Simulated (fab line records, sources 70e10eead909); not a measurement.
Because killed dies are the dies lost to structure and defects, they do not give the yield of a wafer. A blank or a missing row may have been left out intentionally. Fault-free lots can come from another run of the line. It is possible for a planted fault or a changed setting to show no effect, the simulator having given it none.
Comparing a struck lot with a sound one :: flow nand-harc :: 18 out of 1159 route steps
Sound: wafers L483.2, L483.3, L483.5. Wafers L497.1, L497.4, L497.5 were the ones struck. The cause is given at the end.
Per side, at each step with rows, come the tool, then ch with its chambers, and then its first start. Under that, the readings that differ: sound wafers :: struck wafers :: difference of the means :: sigmas: that difference in standard deviations of wafers without a fault.
alike: readings with means less than 2 such deviations apart, plus words and numbers identical on both sides. not compared: withheld readings, readings lacking a value on some wafer, bounds such as >300 that could conceal the same value, and numbers that have no deviation in the record and whose values overlap.
The two part at a step that has a row with sigmas, a row that says differs or no value, or rows on one side only. When numbers do not overlap yet have no deviation, they are printed without sigmas and do not part them. A reading that every wafer of one side lacks parts them only if that side has two wafers or more.

NHARC_P_GATE_CD_MEAS_46 targets a cd of 720 nm.
  sound on cd-sem-03 ch 0, day 5 16:35; struck on cd-sem-02 ch 0, day 8 22:49
  alike: cd-nm
then, 1 step without rows for these wafers: NHARC_P_GATE_HARDBAKE_47 (time 80 s).
NHARC_P_GATE_DESCUM_48: chemistry O2, time 3 s.
  sound on rie-diel-13 ch 0,1,3, day 5 16:45; struck on rie-diel-03 ch 0,1,2, day 8 22:59
reading: oes-product-au (a.u.)
sound: 0.992 0.973 0.990
struck: 1.004 1.018 1.012
difference: +0.026
sigmas: +2
  alike: drypump-motor-current-A, rf-vpp-V, showerhead-plenum-p-Torr, throttle-valve-pct
  not compared: rf-hours-counter-h
following that, these wafers have no rows for 1 step: NHARC_P_GATE_IMPLANT_49.
NHARC_P_GATE_STRIP_111: strips in N2/H2, time 250 s.
  sound on plasma-asher-01 ch 0,1, day 5 17:10; struck on plasma-asher-01 ch 0,1, day 8 23:24
  alike: drypump-motor-current-A, heater-power-w
  not compared: rf-hours-counter-h
NHARC_P_GATE_STRIP_75: strips in O2.
  sound on plasma-asher-01 ch 0,1, day 5 17:26; struck on plasma-asher-01 ch 0,1, day 8 23:40
  alike: drypump-motor-current-A, heater-power-w
  not compared: rf-hours-counter-h
then, 6 steps without rows for these wafers: NHARC_P_GATE_STRIP_50 (strips in SPM, time 900 s); NHARC_P_GATE_DEHYDRATE_51 (time 120 s); NHARC_P_GATE_HMDS_52 (time 30 s); NHARC_P_GATE_COAT_53; NHARC_P_GATE_SOFTBAKE_54 (time 95 s); NHARC_P_GATE_EBR_55.
NHARC_P_GATE_EXPOSE_56: exposes mask P PSD, target cd 720 nm.
  sound on krf-scanner-04 ch 0, day 5 18:04; struck on krf-scanner-04 ch 0, day 9 00:25
reading: mask
sound: P_PSD#0 P_PSD#0 P_PSD#0
struck: P_PSD_R1#0 P_PSD_R1#0 P_PSD_R1#0
difference: differs
sigmas: 
then, 2 steps without rows for these wafers: NHARC_P_GATE_PEB_57 (peb time 85 s); NHARC_P_GATE_DEVELOP_58 (time 70 s).
NHARC_P_GATE_CD_MEAS_59 targets a cd of 720 nm.
  sound on cd-sem-02 ch 0, day 5 18:14; struck on cd-sem-03 ch 0, day 9 00:35
reading: cd-nm (nm)
sound: 718.3 716.7 716.2
struck: 741.7 740.4 737.5
difference: +22.8
sigmas: +9
then, 1 step without rows for these wafers: NHARC_P_GATE_HARDBAKE_60 (time 80 s).
-- break in the record here, with 14 days between the starts of the struck wafers on either side (left off in module P_GATE, picked up again in module END, where the first step shown is number 1159 on the route) --
NHARC_END_SORT_01:
  the record has rows for the struck wafers here (prober-02 ch 0, day 22 21:29) and none for the sound ones

== WHERE THEY PART ==
Earliest at NHARC_P_GATE_DESCUM_48; latest, in this record, at NHARC_END_SORT_01.

WHY: what the simulator had put in
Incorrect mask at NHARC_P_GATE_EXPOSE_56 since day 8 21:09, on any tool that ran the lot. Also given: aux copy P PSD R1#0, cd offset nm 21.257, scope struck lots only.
